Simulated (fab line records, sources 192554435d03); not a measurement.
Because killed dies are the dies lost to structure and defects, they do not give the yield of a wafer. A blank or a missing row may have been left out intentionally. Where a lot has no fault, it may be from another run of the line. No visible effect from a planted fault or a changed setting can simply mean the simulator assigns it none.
Chamber matching + flow n5-finfet + 4 sister chambers for N5_BEOL_M9_ETCH_61 on rie-diel-05
The step etches SiARC in CF4, target depth 39 nm, time 65 s. 18 wafers are shown with their chamber, then 9 later ones without.

WAFERS PAIRED WITH THEIR CHAMBERS
| wafer  | chamber | drypump-motor-current-A (A) | showerhead-plenum-p-Torr (Torr) | throttle-valve-pct (%) |
|--------|---------|-----------------------------|---------------------------------|------------------------|
| L074.2 | 0       | 6.1                         | 2.03                            | 15.88                  |
| L074.3 | 1       | 5.7                         | 2.17                            | 15.57                  |
| L074.4 | 3       | 5.6                         | 2.23                            | 15.45                  |
| L075.2 | 0       | 6.2                         | 2.03                            | 15.89                  |
| L075.4 | 2       | 5.0                         | 2.20                            | 15.99                  |
| L075.5 | 3       | 5.6                         | 2.22                            | 15.46                  |
| L080.1 | 1       | 5.7                         | 2.17                            | 15.58                  |
| L080.2 | 3       | 5.6                         | 2.22                            | 15.49                  |
| L080.4 | 0       | 6.1                         | 2.02                            | 15.91                  |
| L081.1 | 1       | 5.7                         | 2.16                            | 15.59                  |
| L081.2 | 2       | 5.0                         | 2.20                            | 16.02                  |
| L081.3 | 3       | 5.6                         | 2.22                            | 15.50                  |
| L082.1 | 1       | 5.7                         | 2.16                            | 15.58                  |
| L082.2 | 0       | 6.2                         | 2.02                            | 15.90                  |
| L082.6 | 3       | 5.6                         | 2.22                            | 15.49                  |
| L083.1 | 2       | 5.0                         | 2.20                            | 16.03                  |
| L083.2 | 3       | 5.6                         | 2.22                            | 15.51                  |
| L083.4 | 1       | 5.7                         | 2.16                            | 15.60                  |

SIGNATURES (averages over the wafers above)
| reading                  | chamber 0 | chamber 1 | chamber 2 | chamber 3 | scatter within a chamber |
|--------------------------|-----------|-----------|-----------|-----------|--------------------------|
| drypump-motor-current-A  | 6.150     | 5.700     | 5.000     | 5.600     | 0.0267                   |
| showerhead-plenum-p-Torr | 2.0250    | 2.1640    | 2.2000    | 2.2217    | 0.00465                  |
| throttle-valve-pct       | 15.8950   | 15.5840   | 16.0133   | 15.4833   | 0.0182                   |
Rule: distance of a wafer from a chamber = root of the sum over the readings of ((wafer's reading minus chamber's mean) / reading's scatter) squared. If the next closest chamber is less than 2 further off than the closest, the wafer can't be placed; otherwise it belongs to the closest. The scatter: the root of (the sum of the squares of (reading less its chamber's mean) over the shown wafers, divided by (wafers less chambers)).

WAFERS WITH NO CHAMBER GIVEN
| wafer  | drypump-motor-current-A (A) | showerhead-plenum-p-Torr (Torr) | throttle-valve-pct (%) |
|--------|-----------------------------|---------------------------------|------------------------|
| L086.2 | 5.7                         | 2.16                            | 15.60                  |
| L086.3 | 5.6                         | 2.22                            | 15.51                  |
| L086.4 | 5.0                         | 2.19                            | 16.05                  |
| L089.1 | 5.7                         | 2.16                            | 15.61                  |
| L089.5 | 5.0                         | 2.19                            | 16.05                  |
| L089.6 | 5.7                         | 2.16                            | 15.61                  |
| L095.1 | 5.7                         | 2.15                            | 15.64                  |
| L095.3 | 5.0                         | 2.19                            | 16.07                  |
| L095.4 | 5.6                         | 2.15                            | 15.65                  |

WHICH CHAMBER EACH WENT THROUGH
| wafer  | from the rows above | in truth |
|--------|---------------------|----------|
| L086.2 | 1                   | 1        |
| L086.3 | 3                   | 3        |
| L086.4 | 2                   | 2        |
| L089.1 | 1                   | 1        |
| L089.5 | 2                   | 2        |
| L089.6 | 1                   | 1        |
| L095.1 | 1                   | 1        |
| L095.3 | 2                   | 2        |
| L095.4 | 1                   | 1        |
Correctly placed: 9 of 9. Can't be placed from these rows: 0. Number placed wrongly: 0.
